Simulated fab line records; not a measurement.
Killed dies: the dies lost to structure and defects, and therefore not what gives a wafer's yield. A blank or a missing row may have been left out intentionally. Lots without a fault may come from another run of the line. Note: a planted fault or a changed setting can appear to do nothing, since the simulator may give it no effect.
Comparing a struck lot with a sound one    flow n5-finfet    41 steps out of a route of 1938
Sound: wafers L981.2, L981.3, L981.5. The struck wafers were L993.1, L993.3, L993.5. Last of all comes the cause.
Per side, at each step with rows, come the tool, then ch with its chambers, and then its first start. Under that, the readings that differ: sound wafers    struck wafers    difference of the means    sigmas: that difference in standard deviations of wafers without a fault.
alike: a reading whose means differ by less than 2 such deviations, as well as words and numbers matching on both sides. not compared: withheld readings; readings where some wafer has no value; bounds like >300 that might hide an equal value; numbers whose values overlap and for which the record gives no deviation.
Wherever a step has rows on one side only, a row that says differs or no value, or a row with sigmas, the two part there. Numbers that don't overlap but have no deviation are shown without sigmas and don't part them. Lack of a reading on every wafer of one side parts them only where that side has two or more wafers.

first, 1 step without rows for these wafers: N5_BEOL_M4_SPUTTER_48 (material Cu, target thk 4.5 nm, time 8.29 s).
N5_BEOL_M4_ANNEAL_49: time 240 s.
  sound on pvd-sputter-02, day 7 19:26; struck on pvd-sputter-01, day 11 01:17
  alike: heater-power-w, susceptor-temp-C
then, 6 steps without rows for these wafers: N5_BEOL_M4_SPUTTER_79 (material Cu, target thk 4.5 nm, time 8.29 s); N5_BEOL_M4_ANNEAL_80 (time 240 s); N5_BEOL_M4_SPUTTER_81 (material Cu, target thk 4.5 nm, time 8.29 s); N5_BEOL_M4_ANNEAL_82 (time 240 s); N5_BEOL_M4_SPUTTER_86 (material Cu, target thk 4.5 nm, time 8.29 s); N5_BEOL_M4_ANNEAL_87 (time 240 s).
N5_BEOL_M4_SPUTTER_88: material Cu, target thk 4.5 nm, time 8.29 s.
  sound on pvd-sputter-02, day 7 20:14; struck on pvd-sputter-01, day 11 02:05
  alike: susceptor-temp-C, throttle-valve-pct
then, 1 step without rows for these wafers: N5_BEOL_M4_ANNEAL_89 (time 240 s).
N5_BEOL_M4_SPUTTER_90: material Cu, target thk 4.5 nm, time 8.29 s.
  sound on pvd-sputter-02, day 7 20:27; struck on pvd-sputter-01, day 11 02:18
  alike: susceptor-temp-C, throttle-valve-pct
then, 1 step without rows for these wafers: N5_BEOL_M4_ANNEAL_91 (time 240 s).
N5_BEOL_M4_SPUTTER_92: material Cu, target thk 4.5 nm, time 8.29 s.
  sound on pvd-sputter-02, day 7 20:40; struck on pvd-sputter-01, day 11 02:31
  alike: susceptor-temp-C, throttle-valve-pct
then, 1 step without rows for these wafers: N5_BEOL_M4_ANNEAL_93 (time 240 s).
N5_BEOL_M4_SPUTTER_94: material Cu, target thk 4.5 nm, time 8.29 s.
  sound on pvd-sputter-02, day 7 20:53; struck on pvd-sputter-01, day 11 02:44
  alike: susceptor-temp-C, throttle-valve-pct
then, 9 steps without rows for these wafers: N5_BEOL_M4_ANNEAL_95 (time 240 s); N5_BEOL_M4_SPUTTER_96 (material Cu, target thk 4.5 nm, time 8.29 s); N5_BEOL_M4_ECD_50 (material Cu, target thk 300 nm); N5_BEOL_M4_ANNEAL_51 (time 90 s); N5_BEOL_M4_CMP_52 (polishes, stops on SiOC, t overpolish 6.8 s, target thk 40 nm); N5_BEOL_M4_PRE_CLEAN_60 (time 15 s); N5_BEOL_M4_CO_CAP_55 (material Co, precursor CCTBA/H2, target thk 2 nm, time 102.1 s); N5_BEOL_M4_PRE_CLEAN_56 (time 15 s); N5_BEOL_M4_DEP_57 (deposits SiCN from 3MS/NH3, target thk 8 nm, time 14 s).
N5_BEOL_M4_RS_MEAS_58: uses a four-point probe to measure.
  sound on film-metro-01, day 7 22:31; struck on film-metro-02, day 11 04:17
  alike: M4_RS
N5_BEOL_M4_RC_MEAS_101:
  sound on prober-01 ch 0, day 7 22:44; struck on prober-02 ch 0, day 11 04:22
  alike: DIBL_N, DIBL_P, IOFF_N, IOFF_P, ION_N, ION_P, SS_N, SS_P, VT_N, VT_P
then, 2 steps without rows for these wafers: N5_BEOL_M5_ILD_DEP_00 (deposits SiCOH lowk from DEMS/porogen, target thk 140.64 nm, time 25.9 s); N5_BEOL_M5_CURE_79 (cures SiCOH lowk, time 240 s).
N5_BEOL_M5_THK_MEAS_01:
  sound on film-metro-02, day 8 00:07; struck on film-metro-01, day 11 05:55
  alike: M5_ILD_THK
N5_BEOL_M5_PECVD_70: deposits SiO2 from TEOS/O2, target thk 16 nm, time 18 s.
  sound on pecvd-01 ch 1,2, day 8 00:09; struck on pecvd-03 ch 0,1,2, day 11 05:57
  alike: chamber-pressure-Torr, heater-power-w, showerhead-plenum-p-Torr, susceptor-temp-C, throttle-valve-pct
then, 10 steps without rows for these wafers: N5_BEOL_M5_HM_DEP_02 (deposits TiN, target thk 20 nm); N5_BEOL_M5_COAT_59 (time 60 s, resist thk 60 nm); N5_BEOL_M5_COAT_60 (time 60 s, resist thk 12 nm); N5_BEOL_M5_COAT_71 (time 60 s, resist thk 5 nm); N5_BEOL_M5_COAT_05 (resist thk 30 nm); N5_BEOL_M5_EBR_07; N5_BEOL_M5_SOFTBAKE_06 (time 60 s); N5_BEOL_M5_EXPOSE_08 (exposes mask M5, target cd 28 nm); N5_BEOL_M5_PEB_09 (peb time 60 s); N5_BEOL_M5_DEVELOP_10 (develop time 30 s).
-- here the record skips 4 days between the struck wafers' starts before and after, leaving off in module BEOL_M5 and picking up in module PASSIVATION (first step shown: number 1936 of the route) --
N5_PASSIVATION_PROBE_49:
  sound on prober-01, day 12 00:14; struck on prober-02, day 15 03:39
reading                   sound           struck          difference  sigmas
defect-limited-yield (%)  92.6 90.8 89.8  82.4 83.3 83.1  -8.1        -6
killed_at_M4_up           12 14 16        116 103 104     +94         +18
killed-dies               87 109 120      208 197 200     +96         +6
sort_bin_5_function (%)   4.3 5.7 5.8     10.8 10.8 9.7   +5.2        +6
sort_bin_6_memory (%)     2.8 3.0 4.1     5.5 5.0 5.3     +2.0        +3
sort-n-pass               1093 1071 1060  972 983 980     -96         -6
sort-yield-pct (%)        92.6 90.8 89.8  82.4 83.3 83.1  -8.1        -6
  alike: killed_at_M0_to_M3, killed-at-contacts, killed-at-front-end, killed-at-other, killed-open, killed-short

## WHERE THEY PART
Within this record, at N5_PASSIVATION_PROBE_49 only.

WHY: the cause the simulator had injected
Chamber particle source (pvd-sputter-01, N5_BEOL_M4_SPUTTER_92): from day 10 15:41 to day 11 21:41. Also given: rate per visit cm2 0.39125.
